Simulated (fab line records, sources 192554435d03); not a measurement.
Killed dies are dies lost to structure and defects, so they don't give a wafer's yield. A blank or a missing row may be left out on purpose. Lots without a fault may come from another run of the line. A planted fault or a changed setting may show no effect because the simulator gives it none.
fab line records | flow n5_finfet
record lots=5 wafers=15 last_day=18
route steps=1938 shown BEOL_M2@902
lots that met no fault: from a run of the same line without faults
start_h: hours from the record's first day to the start of the lot's first wafer shown | wait_h: hours since the lot's step before | " the same as in the row above | L1.1+2: a row that stands for several wafers | - no value, or no start given | * or withheld: withheld | < > ~ a bound
route shown NAME@n: a module of which the file shows steps, and the number in the route of the first | usual: mean/standard deviation of fault-free wafers | same: alike in all rows | chamber/n: place in a boat | sites: the reading at each site | _std_site: their standard deviation | _edge_site: outer sites' mean less inner sites' | radius_mm: how far each site lies from the wafer's centre | mask NAME#n: copy n | behind: the tool/chamber that last shaped the wafer | hold: why the lot was held/for how many hours/how that ended | device: the transistor (n, p or np) that didn't switch | end of line: the same wafers' tests at the end of the route | a step without rows: its recipe alone | killed: dies lost to structure and defects at the first sort, not the wafer's yield | map: a wafer's dies, x killed, . not, _ none there
set.NAME: the setting as run; set.NAME@STEP: as run at that earlier step | model.NAME: the simulator's own value behind a step, which no gauge read
lots at some steps of the route; a table a step, a row a wafer
services: from which hour (start_h, from the record's first day; less than 0 if before it) a tool's chamber was out of use, for how many hours, and why
## steps
# step N5_BEOL_M2_SURFACE_TREAT_85
# recipe gas=Ar time_s=* ion_energy_ev=* ion_current_ma_cm2=0.5 pressure_mtorr=* ar_flow_sccm=30
# usual throttle_valve_pct=*
# columns lot.wafer tool chamber start_h wait_h throttle_valve_pct
L083.2 pvd_sputter-02 - 193.00 0.3 *
L083.4 " - " " *
L083.5 " - " " *
L088.4 pvd_sputter-03 - 219.53 0.2 *
L088.5 " - " " *
L088.6 " - " " *
L087.4 pvd_sputter-01 - 219.63 0.1 *
L087.5 " - " " *
L087.6 " - " " *
L096.1 pvd_sputter-03 - 279.37 0.4 *
L096.4 " - " " *
L096.6 " - " " *
L097.1 pvd_sputter-03 - 282.88 0.2 *
L097.3 " - " " *
L097.6 " - " " *
# step N5_BEOL_M2_CVD_47
# recipe material=Co target_thk_a=30 temp_c=withheld precursor=CCTBA/H2 pressure_torr=30 time_s=223.8
# columns lot.wafer tool chamber start_h wait_h
L083.2+4+5 cvd_co-02 0,0,2 193.06 0.0
L088.4+5+6 cvd_co-01 0,1,2 219.69 0.1
L087.4+5+6 cvd_co-01 2,0,1 219.86 0.2
L096.1+4+6 cvd_co-01 2,2,0 279.43 0.0
L097.1+3+6 cvd_co-01 0,1,0 282.94 0.0
# step N5_BEOL_M2_SPUTTER_48
# recipe material=Cu target_thk_a=45 temp_c=-20 chamber_pressure_pa=0.07 power_w=withheld time_s=8.29
# usual chamber_pressure_pa=0.07/0.00013 susceptor_temp_C=-20.00/0.11 throttle_valve_pct=30.1/1.4
# columns lot.wafer tool chamber start_h wait_h chamber_pressure_pa susceptor_temp_C throttle_valve_pct
L083.2 pvd_sputter-03 - 193.24 0.1 0.06985 -19.92 31.3
L083.4 " - " " 0.07002 -19.88 31.2
L083.5 " - " " 0.07025 -19.92 31.2
L088.4 pvd_sputter-02 - 219.87 0.1 0.0701 -20.23 29.1
L088.5 " - " " 0.07005 -20.20 28.9
L088.6 " - " " 0.07004 -19.90 30.3
L087.4 pvd_sputter-03 - 221.45 1.5 0.07008 -20.00 31.3
L087.5 " - " " 0.06986 -20.17 31.3
L087.6 " - " " 0.06996 -20.08 31.5
L096.1 pvd_sputter-02 - 279.78 0.3 0.07011 -19.97 30.6
L096.4 " - " " 0.06975 -19.83 28.9
L096.6 " - " " 0.07012 -19.91 30.4
L097.1 pvd_sputter-01 - 283.12 0.1 0.06983 -20.05 30.5
L097.3 " - " " 0.06989 -19.92 27.3
L097.6 " - " " 0.06998 -20.01 27.1
# step N5_BEOL_M2_ANNEAL_49
# recipe temp_c=400 time_s=240 ambient=vacuum
# usual heater_power_w=825/88 susceptor_temp_C=400.01/0.21
# columns lot.wafer tool chamber start_h wait_h heater_power_w susceptor_temp_C
L083.2 pvd_sputter-03 - 193.32 0.0 850 399.97
L083.4 " - " " 869 399.80
L083.5 " - " " 864 400.22
L088.4 pvd_sputter-02 - 219.95 0.0 924 400.15
L088.5 " - " " 925 400.30
L088.6 " - " " 943 400.23
L087.4 pvd_sputter-03 - 221.53 0.0 854 400.11
L087.5 " - " " 852 400.07
L087.6 " - " " 881 399.81
L096.1 pvd_sputter-02 - 279.86 0.0 804 400.12
L096.4 " - " " 953 400.15
L096.6 " - " " 822 400.05
L097.1 pvd_sputter-01 - 283.20 0.0 608 399.92
L097.3 " - " " 800 400.05
L097.6 " - " " 782 399.79
# step N5_BEOL_M2_SPUTTER_79
# recipe material=Cu target_thk_a=45 temp_c=-20 chamber_pressure_pa=0.07 power_w=withheld time_s=8.29
# usual chamber_pressure_pa=0.07001/0.00014 susceptor_temp_C=-20.02/0.1 throttle_valve_pct=30.1/1.4
# columns lot.wafer tool chamber start_h wait_h chamber_pressure_pa susceptor_temp_C throttle_valve_pct
L083.2 pvd_sputter-03 - 193.46 0.1 0.07022 -19.97 31.3
L083.4 " - " " 0.0699 -19.97 30.9
L083.5 " - " " 0.0702 -19.96 31.1
L088.4 pvd_sputter-02 - 220.09 0.1 0.06991 -19.85 29.0
L088.5 " - " " 0.06983 -20.15 29.1
L088.6 " - " " 0.07016 -19.98 30.0
L087.4 pvd_sputter-03 - 221.67 0.1 0.06995 -19.98 31.0
L087.5 " - " " 0.06996 -19.95 31.4
L087.6 " - " " 0.07009 -19.93 31.2
L096.1 pvd_sputter-02 - 280.00 0.1 0.06997 -20.10 30.5
L096.4 " - " " 0.07002 -20.01 29.1
L096.6 " - " " 0.07001 -20.05 30.6
L097.1 pvd_sputter-01 - 283.34 0.1 0.07018 -20.08 30.7
L097.3 " - " " 0.07007 -20.12 27.4
L097.6 " - " " 0.06987 -20.02 26.9
# step N5_BEOL_M2_ANNEAL_80
# recipe temp_c=400 time_s=240 ambient=vacuum
# usual heater_power_w=824/88 susceptor_temp_C=399.98/0.2
# columns lot.wafer tool chamber start_h wait_h heater_power_w susceptor_temp_C
L083.2 pvd_sputter-03 - 193.54 0.0 873 399.65
L083.4 " - " " 888 399.96
L083.5 " - " " 880 400.12
L088.4 pvd_sputter-02 - 220.17 0.0 911 399.72
L088.5 " - " " 925 399.59
L088.6 " - " " 952 400.15
L087.4 pvd_sputter-03 - 221.75 0.0 881 400.05
L087.5 " - " " 898 400.02
L087.6 " - " " 864 400.30
L096.1 pvd_sputter-02 - 280.08 0.0 806 399.96
L096.4 " - " " 927 399.62
L096.6 " - " " 823 400.12
L097.1 pvd_sputter-01 - 283.42 0.0 596 399.88
L097.3 " - " " 804 399.78
L097.6 " - " " 774 399.66
# step N5_BEOL_M2_SPUTTER_81
# recipe material=Cu target_thk_a=45 temp_c=-20 chamber_pressure_pa=0.07 power_w=withheld time_s=8.29
# usual chamber_pressure_pa=0.07/0.00015 susceptor_temp_C=-20.01/0.12 throttle_valve_pct=30.1/1.4
# columns lot.wafer tool chamber start_h wait_h chamber_pressure_pa susceptor_temp_C throttle_valve_pct
L083.2 pvd_sputter-03 - 193.68 0.1 0.0702 -19.84 31.2
L083.4 " - " " 0.06989 -19.92 31.0
L083.5 " - " " 0.07007 -20.15 31.0
L088.4 pvd_sputter-02 - 220.31 0.1 0.07004 -19.81 29.2
L088.5 " - " " 0.07012 -19.99 29.1
L088.6 " - " " 0.07003 -19.94 30.0
L087.4 pvd_sputter-03 - 221.89 0.1 0.07016 -19.88 31.0
L087.5 " - " " 0.07007 -20.13 31.3
L087.6 " - " " 0.06974 -19.73 31.6
L096.1 pvd_sputter-02 - 280.22 0.1 0.07015 -20.12 30.4
L096.4 " - " " 0.0701 -20.05 29.0
L096.6 " - " " 0.06987 -19.87 30.8
L097.1 pvd_sputter-01 - 283.56 0.1 0.07005 -20.20 30.7
L097.3 " - " " 0.07005 -20.01 27.2
L097.6 " - " " 0.07035 -20.12 27.3
# step N5_BEOL_M2_ANNEAL_82
# recipe temp_c=400 time_s=240 ambient=vacuum
# usual heater_power_w=824/89 susceptor_temp_C=400.00/0.23
# columns lot.wafer tool chamber start_h wait_h heater_power_w susceptor_temp_C
L083.2 pvd_sputter-03 - 193.76 0.0 866 400.25
L083.4 " - " " 876 399.89
L083.5 " - " " 877 399.94
L088.4 pvd_sputter-02 - 220.39 0.0 930 400.20
L088.5 " - " " 936 399.88
L088.6 " - " " 934 400.06
L087.4 pvd_sputter-03 - 221.97 0.0 875 399.64
L087.5 " - " " 853 400.22
L087.6 " - " " 861 400.29
L096.1 pvd_sputter-02 - 280.30 0.0 837 399.88
L096.4 " - " " 914 400.16
L096.6 " - " " 829 400.13
L097.1 pvd_sputter-01 - 283.64 0.0 578 399.99
L097.3 " - " " 781 399.79
L097.6 " - " " 776 399.92
# step N5_BEOL_M2_SPUTTER_86
# recipe material=Cu target_thk_a=45 temp_c=-20 chamber_pressure_pa=0.07 power_w=withheld time_s=8.29
# usual chamber_pressure_pa=0.06999/0.00015 susceptor_temp_C=-20.00/0.11 throttle_valve_pct=30.1/1.4
# columns lot.wafer tool chamber start_h wait_h chamber_pressure_pa susceptor_temp_C throttle_valve_pct
L083.2 pvd_sputter-03 - 193.90 0.1 0.06999 -20.13 31.4
L083.4 " - " " 0.06993 -19.96 31.1
L083.5 " - " " 0.07013 -20.03 30.9
L088.4 pvd_sputter-02 - 220.53 0.1 0.07007 -19.85 28.8
L088.5 " - " " 0.0701 -20.10 29.2
L088.6 " - " " 0.06984 -19.92 30.3
L087.4 pvd_sputter-03 - 222.11 0.1 0.06989 -19.98 31.1
L087.5 " - " " 0.0699 -19.85 31.1
L087.6 " - " " 0.07002 -19.98 31.3
L096.1 pvd_sputter-02 - 280.44 0.1 0.07021 -19.89 30.5
L096.4 " - " " 0.07018 -20.09 29.1
L096.6 " - " " 0.07005 -19.96 30.7
L097.1 pvd_sputter-01 - 283.78 0.1 0.06995 -19.96 30.7
L097.3 " - " " 0.07007 -20.15 27.4
L097.6 " - " " 0.07012 -19.95 27.3
# step N5_BEOL_M2_ANNEAL_87
# recipe temp_c=400 time_s=240 ambient=vacuum
# usual heater_power_w=823/86 susceptor_temp_C=400.00/0.22
# columns lot.wafer tool chamber start_h wait_h heater_power_w susceptor_temp_C
L083.2 pvd_sputter-03 - 193.98 0.0 873 400.10
L083.4 " - " " 868 399.91
L083.5 " - " " 888 400.07
L088.4 pvd_sputter-02 - 220.61 0.0 931 399.29
L088.5 " - " " 923 399.72
L088.6 " - " " 923 399.83
L087.4 pvd_sputter-03 - 222.19 0.0 880 399.77
L087.5 " - " " 871 400.17
L087.6 " - " " 876 399.76
L096.1 pvd_sputter-02 - 280.52 0.0 831 399.86
L096.4 " - " " 939 400.12
L096.6 " - " " 821 400.01
L097.1 pvd_sputter-01 - 283.86 0.0 602 399.72
L097.3 " - " " 768 400.02
L097.6 " - " " 771 400.33
# step N5_BEOL_M2_SPUTTER_88
# recipe material=Cu target_thk_a=45 temp_c=-20 chamber_pressure_pa=0.07 power_w=withheld time_s=8.29
# usual chamber_pressure_pa=0.07/0.00012 susceptor_temp_C=-19.99/0.1 throttle_valve_pct=30.1/1.4
# columns lot.wafer tool chamber start_h wait_h chamber_pressure_pa susceptor_temp_C throttle_valve_pct
L083.2 pvd_sputter-03 - 194.12 0.1 0.07006 -19.94 31.2
L083.4 " - " " 0.06988 -20.17 30.8
L083.5 " - " " 0.07009 -19.96 30.9
L088.4 pvd_sputter-02 - 220.75 0.1 0.07026 -20.05 29.0
L088.5 " - " " 0.07013 -19.91 29.1
L088.6 " - " " 0.07 -20.05 30.0
L087.4 pvd_sputter-03 - 222.33 0.1 0.07014 -19.91 31.1
L087.5 " - " " 0.07009 -20.12 31.6
L087.6 " - " " 0.06984 -20.04 31.4
L096.1 pvd_sputter-02 - 280.66 0.1 0.07011 -19.95 30.6
L096.4 " - " " 0.07 -20.01 28.9
L096.6 " - " " 0.0702 -20.16 30.5
L097.1 pvd_sputter-01 - 284.00 0.1 0.06998 -20.27 30.6
L097.3 " - " " 0.06979 -20.22 27.1
L097.6 " - " " 0.06992 -20.23 27.1
# step N5_BEOL_M2_ANNEAL_89
# recipe temp_c=400 time_s=240 ambient=vacuum
# usual heater_power_w=826/87 susceptor_temp_C=400.03/0.24
# columns lot.wafer tool chamber start_h wait_h heater_power_w susceptor_temp_C
L083.2 pvd_sputter-03 - 194.20 0.0 878 399.65
L083.4 " - " " 844 400.33
L083.5 " - " " 889 400.18
L088.4 pvd_sputter-02 - 220.83 0.0 931 400.07
L088.5 " - " " 927 399.95
L088.6 " - " " 927 400.02
L087.4 pvd_sputter-03 - 222.41 0.0 871 400.05
L087.5 " - " " 854 400.02
L087.6 " - " " 865 399.69
L096.1 pvd_sputter-02 - 280.74 0.0 832 399.92
L096.4 " - " " 915 399.99
L096.6 " - " " 808 400.13
L097.1 pvd_sputter-01 - 284.08 0.0 609 400.00
L097.3 " - " " 780 400.25
L097.6 " - " " 788 400.12
# step N5_BEOL_M2_SPUTTER_90
# recipe material=Cu target_thk_a=45 temp_c=-20 chamber_pressure_pa=0.07 power_w=withheld time_s=8.29
# usual chamber_pressure_pa=0.06999/0.00013 susceptor_temp_C=-19.99/0.11 throttle_valve_pct=30.1/1.3
# columns lot.wafer tool chamber start_h wait_h chamber_pressure_pa susceptor_temp_C throttle_valve_pct
L083.2 pvd_sputter-03 - 194.34 0.1 0.07009 -20.16 31.2
L083.4 " - " " 0.07004 -20.05 31.1
L083.5 " - " " 0.06997 -19.98 31.1
L088.4 pvd_sputter-02 - 220.97 0.1 0.06995 -20.09 28.9
L088.5 " - " " 0.06995 -20.07 29.2
L088.6 " - " " 0.06998 -19.95 30.5
L087.4 pvd_sputter-03 - 222.55 0.1 0.06998 -19.85 30.9
L087.5 " - " " 0.07007 -19.86 31.3
L087.6 " - " " 0.06997 -19.99 31.4
L096.1 pvd_sputter-02 - 280.88 0.1 0.06996 -19.93 30.6
L096.4 " - " " 0.07001 -20.03 28.9
L096.6 " - " " 0.06991 -19.85 30.6
L097.1 pvd_sputter-01 - 284.22 0.1 0.06993 -19.91 30.6
L097.3 " - " " 0.07024 -19.91 27.1
L097.6 " - " " 0.07003 -19.93 27.2
# step N5_BEOL_M2_ANNEAL_91
# recipe temp_c=400 time_s=240 ambient=vacuum
# usual heater_power_w=825/87 susceptor_temp_C=399.96/0.2
# columns lot.wafer tool chamber start_h wait_h heater_power_w susceptor_temp_C
L083.2 pvd_sputter-03 - 194.42 0.0 875 400.06
L083.4 " - " " 863 400.29
L083.5 " - " " 862 400.24
L088.4 pvd_sputter-02 - 221.05 0.0 942 399.80
L088.5 " - " " 899 400.00
L088.6 " - " " 931 400.22
L087.4 pvd_sputter-03 - 222.63 0.0 855 400.10
L087.5 " - " " 857 399.92
L087.6 " - " " 885 399.73
L096.1 pvd_sputter-02 - 280.96 0.0 817 399.79
L096.4 " - " " 932 399.92
L096.6 " - " " 813 399.73
L097.1 pvd_sputter-01 - 284.30 0.0 593 399.82
L097.3 " - " " 796 400.39
L097.6 " - " " 799 400.24
# step N5_BEOL_M2_SPUTTER_92
# recipe material=Cu target_thk_a=45 temp_c=-20 chamber_pressure_pa=0.07 power_w=withheld time_s=8.29
# usual chamber_pressure_pa=0.07/0.00013 susceptor_temp_C=-20.01/0.098 throttle_valve_pct=30.1/1.4
# columns lot.wafer tool chamber start_h wait_h chamber_pressure_pa susceptor_temp_C throttle_valve_pct
L083.2 pvd_sputter-03 - 194.56 0.1 0.06992 -20.03 31.2
L083.4 " - " " 0.06996 -19.96 30.9
L083.5 " - " " 0.07012 -20.11 31.0
L088.4 pvd_sputter-02 - 221.19 0.1 0.07003 -20.09 29.3
L088.5 " - " " 0.07004 -20.11 29.3
L088.6 " - " " 0.07006 -20.00 30.1
L087.4 pvd_sputter-03 - 222.77 0.1 0.07018 -19.96 31.1
L087.5 " - " " 0.07003 -19.92 31.3
L087.6 " - " " 0.07013 -19.88 31.4
L096.1 pvd_sputter-02 - 281.10 0.1 0.07014 -20.10 30.5
L096.4 " - " " 0.07025 -19.96 29.0
L096.6 " - " " 0.07014 -20.14 30.6
L097.1 pvd_sputter-01 - 284.44 0.1 0.07012 -19.92 30.5
L097.3 " - " " 0.06984 -19.91 27.2
L097.6 " - " " 0.06978 -19.92 27.1
# step N5_BEOL_M2_ANNEAL_93
# recipe temp_c=400 time_s=240 ambient=vacuum
# usual heater_power_w=826/90 susceptor_temp_C=400.02/0.25
# columns lot.wafer tool chamber start_h wait_h heater_power_w susceptor_temp_C
L083.2 pvd_sputter-03 - 194.64 0.0 859 399.99
L083.4 " - " " 858 400.34
L083.5 " - " " 871 400.14
L088.4 pvd_sputter-02 - 221.27 0.0 936 400.22
L088.5 " - " " 913 400.34
L088.6 " - " " 946 400.12
L087.4 pvd_sputter-03 - 222.85 0.0 865 400.07
L087.5 " - " " 852 400.10
L087.6 " - " " 876 400.33
L096.1 pvd_sputter-02 - 281.18 0.0 822 400.26
L096.4 " - " " 921 399.80
L096.6 " - " " 834 400.08
L097.1 pvd_sputter-01 - 284.52 0.0 592 399.62
L097.3 " - " " 790 400.10
L097.6 " - " " 768 399.52
# step N5_BEOL_M2_SPUTTER_94
# recipe material=Cu target_thk_a=45 temp_c=-20 chamber_pressure_pa=0.07 power_w=withheld time_s=8.29
# usual chamber_pressure_pa=0.07001/0.00014 susceptor_temp_C=-20.01/0.11 throttle_valve_pct=30.1/1.4
# columns lot.wafer tool chamber start_h wait_h chamber_pressure_pa susceptor_temp_C throttle_valve_pct
L083.2 pvd_sputter-03 - 194.78 0.1 0.07002 -20.15 31.5
L083.4 " - " " 0.06994 -19.97 31.3
L083.5 " - " " 0.07032 -20.01 31.1
L088.4 pvd_sputter-02 - 221.41 0.1 0.07008 -19.98 29.0
L088.5 " - " " 0.06986 -19.94 29.1
L088.6 " - " " 0.07006 -19.96 30.3
L087.4 pvd_sputter-03 - 222.99 0.1 0.07003 -20.03 31.1
L087.5 " - " " 0.07036 -19.93 31.1
L087.6 " - " " 0.06985 -20.00 31.6
L096.1 pvd_sputter-02 - 281.32 0.1 0.07009 -19.90 30.8
L096.4 " - " " 0.06982 -20.15 29.1
L096.6 " - " " 0.07006 -19.95 30.5
L097.1 pvd_sputter-01 - 284.66 0.1 0.06992 -20.04 30.6
L097.3 " - " " 0.06977 -20.04 27.4
L097.6 " - " " 0.06965 -19.96 27.3
# step N5_BEOL_M2_ANNEAL_95
# recipe temp_c=400 time_s=240 ambient=vacuum
# usual heater_power_w=826/86 susceptor_temp_C=399.96/0.22
# columns lot.wafer tool chamber start_h wait_h heater_power_w susceptor_temp_C
L083.2 pvd_sputter-03 - 194.86 0.0 882 400.04
L083.4 " - " " 850 400.00
L083.5 " - " " 885 399.59
L088.4 pvd_sputter-02 - 221.49 0.0 943 399.91
L088.5 " - " " 914 399.96
L088.6 " - " " 950 400.13
L087.4 pvd_sputter-03 - 223.07 0.0 866 399.74
L087.5 " - " " 869 400.09
L087.6 " - " " 884 399.82
L096.1 pvd_sputter-02 - 281.40 0.0 834 399.82
L096.4 " - " " 887 400.21
L096.6 " - " " 829 400.08
L097.1 pvd_sputter-01 - 284.74 0.0 616 400.28
L097.3 " - " " 795 399.70
L097.6 " - " " 769 399.61
# step N5_BEOL_M2_SPUTTER_96
# recipe material=Cu target_thk_a=45 temp_c=-20 chamber_pressure_pa=0.07 power_w=withheld time_s=8.29
# usual chamber_pressure_pa=0.06998/0.00013 susceptor_temp_C=-20.01/0.11 throttle_valve_pct=30.1/1.4
# columns lot.wafer tool chamber start_h wait_h chamber_pressure_pa susceptor_temp_C throttle_valve_pct
L083.2 pvd_sputter-03 - 195.00 0.1 0.07006 -20.02 31.4
L083.4 " - " " 0.06988 -20.02 31.0
L083.5 " - " " 0.06994 -19.97 31.1
L088.4 pvd_sputter-02 - 221.63 0.1 0.06987 -20.12 29.2
L088.5 " - " " 0.0699 -20.13 29.0
L088.6 " - " " 0.06998 -20.06 30.0
L087.4 pvd_sputter-03 - 223.21 0.1 0.06996 -20.13 31.1
L087.5 " - " " 0.06994 -20.10 31.4
L087.6 " - " " 0.06981 -20.02 31.3
L096.1 pvd_sputter-02 - 281.54 0.1 0.07006 -19.98 30.7
L096.4 " - " " 0.06998 -20.04 29.1
L096.6 " - " " 0.06994 -20.02 30.4
L097.1 pvd_sputter-01 - 284.88 0.1 0.07007 -19.92 30.7
L097.3 " - " " 0.06987 -19.93 27.4
L097.6 " - " " 0.06994 -20.08 27.1
# step N5_BEOL_M2_ECD_50
# recipe material=Cu target_thk_a=3000
# columns lot.wafer tool chamber start_h wait_h
L083.2+4+5 ecd_cu-02 0,1,1 195.12 0.1
L088.4+5+6 ecd_cu-02 0,0,1 221.77 0.1
L087.4+5+6 ecd_cu-01 1,0,1 223.34 0.1
L096.1+4+6 ecd_cu-02 0,1,1 281.65 0.1
L097.1+3+6 ecd_cu-02 1 285.00 0.1
# step N5_BEOL_M2_ANNEAL_51
# recipe temp_c=225 time_s=90 ambient=N2
# usual wafer_temp_C_max=226.05/0.26
# columns lot.wafer tool chamber start_h wait_h wafer_temp_C_max
L083.2 rtp_anneal-01 0 195.24 0.1 225.89
L083.4 " 0 " " 225.95
L083.5 " 0 " " 226.00
L088.4 rtp_anneal-02 0 221.96 0.2 226.33
L088.5 " 0 " " 225.84
L088.6 " 0 " " 225.99
L087.4 rtp_anneal-02 0 223.54 0.2 225.93
L087.5 " 0 " " 225.80
L087.6 " 0 " " 226.01
L096.1 rtp_anneal-01 0 281.83 0.2 226.13
L096.4 " 0 " " 226.00
L096.6 " 0 " " 225.86
L097.1 rtp_anneal-02 0 286.71 1.7 226.13
L097.3 " 0 " " 226.01
L097.6 " 0 " " 225.96
# step N5_BEOL_M2_CMP_52
# recipe stop_on=SiOC t_overpolish_s=6.8 down_force_psi=1 platen_rpm=50 clearing_platen_down_force_psi=1.5 clearing_platen_rpm=50 post_cmp_clean=cu_alkaline target_thk_nm=40 clearing_platen_pad_velocity_m_s=0.99484 pad_velocity_m_s=0.99484
# usual barrier_field_endpoint_s=24.5/0.81 motor_current_A=6.1/0.75 overpolish_run_s=6.801/0.0085 slurry_flow_ml_min=149.9/0.46 time_to_endpoint_s=62/4.1
# columns lot.wafer tool chamber start_h wait_h barrier_field_endpoint_s motor_current_A overpolish_run_s slurry_flow_ml_min time_to_endpoint_s
L083.2 cmp-01 3 195.51 0.2 24.5 6.6 6.804 149.9 66
L083.4 " 1 " " 24.6 5.1 6.804 149.8 58
L083.5 " 0 " " 25.0 7.0 6.810 149.8 68
L088.4 cmp-01 2 222.13 0.1 25.1 5.7 6.808 149.7 60
L088.5 " 2 " " 24.4 5.4 6.806 150.1 59
L088.6 " 3 " " 25.4 6.4 6.801 150.1 63
L087.4 cmp-02 2 223.83 0.2 24.4 4.7 6.797 149.6 62
L087.5 " 3 " " 24.6 6.1 6.810 149.7 62
L087.6 " 0 " " 25.2 5.6 6.791 149.8 66
L096.4 cmp-01 0 282.40 0.2 25.2 6.3 6.785 149.5 65
L096.1 " 3 " " 24.0 6.1 6.790 150.1 59
L096.6 " 1 " " 22.7 5.4 6.802 150.0 53
L097.3 cmp-02 3 287.00 0.2 23.4 6.1 6.812 150.4 58
L097.1 " 2 " " 23.9 4.5 6.805 150.4 60
L097.6 " 3 " " 24.8 6.0 6.815 150.8 61
# step N5_BEOL_M2_THK_MEAS_53
# recipe thk_meas_gauge=xrf reads=Cu_of_BEOL_M2_ECD_50
# usual M2_THK=38.7/1.8
# columns lot.wafer tool chamber start_h wait_h M2_THK[nm]
L083.2 film_metro-02 - 195.80 - 41.4
L083.4 " - " " 38.7
L083.5 " - " " 42.0
L088.4 film_metro-01 - 222.42 - 36.5
L088.5 " - " " 37.6
L088.6 " - " " 39.2
L087.4 film_metro-02 - 224.01 - 40.9
L087.5 " - " " 41.8
L087.6 " - " " 42.0
L096.1 film_metro-02 - 282.69 - 39.5
L096.4 " - " " 39.7
L096.6 " - " " 37.2
L097.1 film_metro-01 - 287.30 - 40.0
L097.3 " - " " 37.5
L097.6 " - " " 40.7
# step N5_BEOL_M2_PRE_CLEAN_60
# recipe gas=NH3/H2 time_s=15 temp_c=* rf_power_w=300
# usual heater_power_w=90/17 susceptor_temp_C=*
# columns lot.wafer tool chamber start_h wait_h heater_power_w susceptor_temp_C
L083.2 cvd_co-01 1 195.84 0.0 76 *
L083.4 " 1 " " 74 *
L083.5 " 2 " " 112 *
L088.4 cvd_co-01 2 222.48 0.1 112 *
L088.5 " 1 " " 76 *
L088.6 " 0 " " 68 *
L087.4 cvd_co-02 2 224.07 0.1 105 *
L087.5 " 1 " " 94 *
L087.6 " 0 " " 102 *
L096.1 cvd_co-01 0 282.73 0.0 70 *
L096.4 " 1 " " 76 *
L096.6 " 0 " " 68 *
L097.1 cvd_co-01 2 287.34 0.0 114 *
L097.3 " 0 " " 71 *
L097.6 " 0 " " 68 *
# step N5_BEOL_M2_CO_CAP_55
# recipe material=Co target_thk_a=20 temp_c=200 precursor=CCTBA/H2 pressure_torr=30 time_s=102.1
# usual heater_power_w=242/21 susceptor_temp_C=199.97/0.17
# columns lot.wafer tool chamber start_h wait_h heater_power_w susceptor_temp_C
L083.2 cvd_co-01 1 195.88 0.0 223 200.18
L083.4 " 1 " " 233 199.92
L083.5 " 2 " " 270 200.04
L088.4 cvd_co-01 2 222.53 0.0 268 199.80
L088.5 " 1 " " 226 199.99
L088.6 " 0 " " 215 200.15
L087.4 cvd_co-02 2 224.12 0.0 259 199.67
L087.5 " 1 " " 254 200.02
L087.6 " 0 " " 259 199.81
L096.1 cvd_co-01 0 282.77 0.0 220 200.06
L096.4 " 1 " " 221 200.11
L096.6 " 0 " " 218 200.00
L097.1 cvd_co-01 2 287.38 0.0 276 199.96
L097.3 " 0 " " 218 199.85
L097.6 " 0 " " 214 199.91
# step N5_BEOL_M2_PRE_CLEAN_56
# recipe gas=NH3 time_s=15 temp_c=withheld rf_power_w=300
# columns lot.wafer tool chamber start_h wait_h
L083.2+4+5 pecvd-03 1,0,1 195.97 0.1
L088.4+5+6 pecvd-01 0,1,2 222.60 0.0
L087.4+5+6 pecvd-03 0,1,0 224.19 0.0
L096.1+4+6 pecvd-03 0,2,0 282.86 0.1
L097.1+3+6 pecvd-01 0,1,0 287.47 0.1
# step N5_BEOL_M2_DEP_57
# recipe material=SiCN target_thk_a=80 temp_c=withheld precursor=3MS/NH3 pressure_torr=3 rf_w=202 time_s=14
# usual showerhead_plenum_p_Torr=3.670/0.01 throttle_valve_pct=8.9/0.41
# columns lot.wafer tool chamber start_h wait_h showerhead_plenum_p_Torr throttle_valve_pct
L083.2 pecvd-03 1 196.00 0.0 3.666 8.8
L083.4 " 0 " " 3.677 9.2
L083.5 " 1 " " 3.660 8.6
L088.4 pecvd-01 0 222.63 0.0 3.659 8.6
L088.5 " 1 " " 3.680 9.2
L088.6 " 2 " " 3.660 8.5
L087.4 pecvd-03 0 224.23 0.0 3.677 9.1
L087.5 " 1 " " 3.663 8.9
L087.6 " 0 " " 3.680 9.3
L096.1 pecvd-03 0 282.89 0.0 3.673 8.8
L096.4 " 2 " " 3.670 8.5
L096.6 " 0 " " 3.683 9.3
L097.1 pecvd-01 0 287.49 0.0 3.669 8.7
L097.3 " 1 " " 3.676 9.3
L097.6 " 0 " " 3.651 8.7
# step N5_BEOL_M2_RS_MEAS_58
# recipe thk_meas_gauge=four-point-probe reads=Co_of_BEOL_M2_CO_CAP_55+Cu_of_BEOL_M2_ECD_50+Co_of_BEOL_M2_CVD_47+TaN_of_BEOL_M2_ALD_84
# usual M2_RS=0.69/0.04
# columns lot.wafer tool chamber start_h wait_h M2_RS[ohm/sq]
L083.2 film_metro-01 - 196.06 0.1 0.64
L083.4 " - " " 0.70
L083.5 " - " " 0.63
L088.4 film_metro-01 - 222.68 0.0 0.74
L088.5 " - " " 0.71
L088.6 " - " " 0.68
L087.4 film_metro-01 - 224.30 0.1 0.65
L087.5 " - " " 0.63
L087.6 " - " " 0.63
L096.1 film_metro-01 - 282.95 0.0 0.68
L096.4 " - " " 0.67
L096.6 " - " " 0.74
L097.1 film_metro-02 - 287.56 0.0 0.66
L097.3 " - " " 0.72
L097.6 " - " " 0.65
# step N5_BEOL_M2_INSPECT_59
# recipe inspect_instrument=darkfield mode=post_dep
# usual raw_defect_count=73/23
# columns lot.wafer tool chamber start_h wait_h raw_defect_count
L083.2 defect_inspect-02 - 196.09 0.0 44
L083.4 " - " " 42
L083.5 " - " " 54
L088.4 defect_inspect-02 - 222.71 0.0 81
L088.5 " - " " 79
L088.6 " - " " 101
L087.4 defect_inspect-01 - 224.33 0.0 54
L087.5 " - " " 82
L087.6 " - " " 81
L096.1 defect_inspect-01 - 282.98 0.0 104
L096.4 " - " " 71
L096.6 " - " " 81
L097.1 defect_inspect-01 - 287.58 0.0 74
L097.3 " - " " 78
L097.6 " - " " 81
## services
# columns tool chamber start_h hours kind
cmp-02 - 171.99 2.0 repair
cmp-01 - 183.00 2.6 repair
pecvd-03 2 202.38 - clean
pecvd-03 2 202.38 - consumable_replace:showerhead
pecvd-03 2 202.38 29.0 scheduled_down
pecvd-03 2 202.38 29.0 vent_cycle
cvd_co-01 - 225.40 8.7 repair
pecvd-03 0 235.93 5.5 scheduled_down
pecvd-01 - 238.21 2.8 pm
cvd_co-01 1 243.35 14.7 repair
pecvd-01 - 243.67 0.6 repair
cvd_co-01 2 245.00 16.6 repair
cmp-01 - 249.27 0.4 repair
cvd_co-02 - 261.34 3.8 pm
cmp-01 - 267.77 4.0 pm
cmp-01 - 271.77 - consumable_replace:conditioner
cmp-01 - 271.77 - consumable_replace:pad
cmp-02 - 271.79 4.5 repair
cvd_co-01 - 276.75 1.3 repair
pecvd-03 0 283.70 23.4 repair
## key
fault none
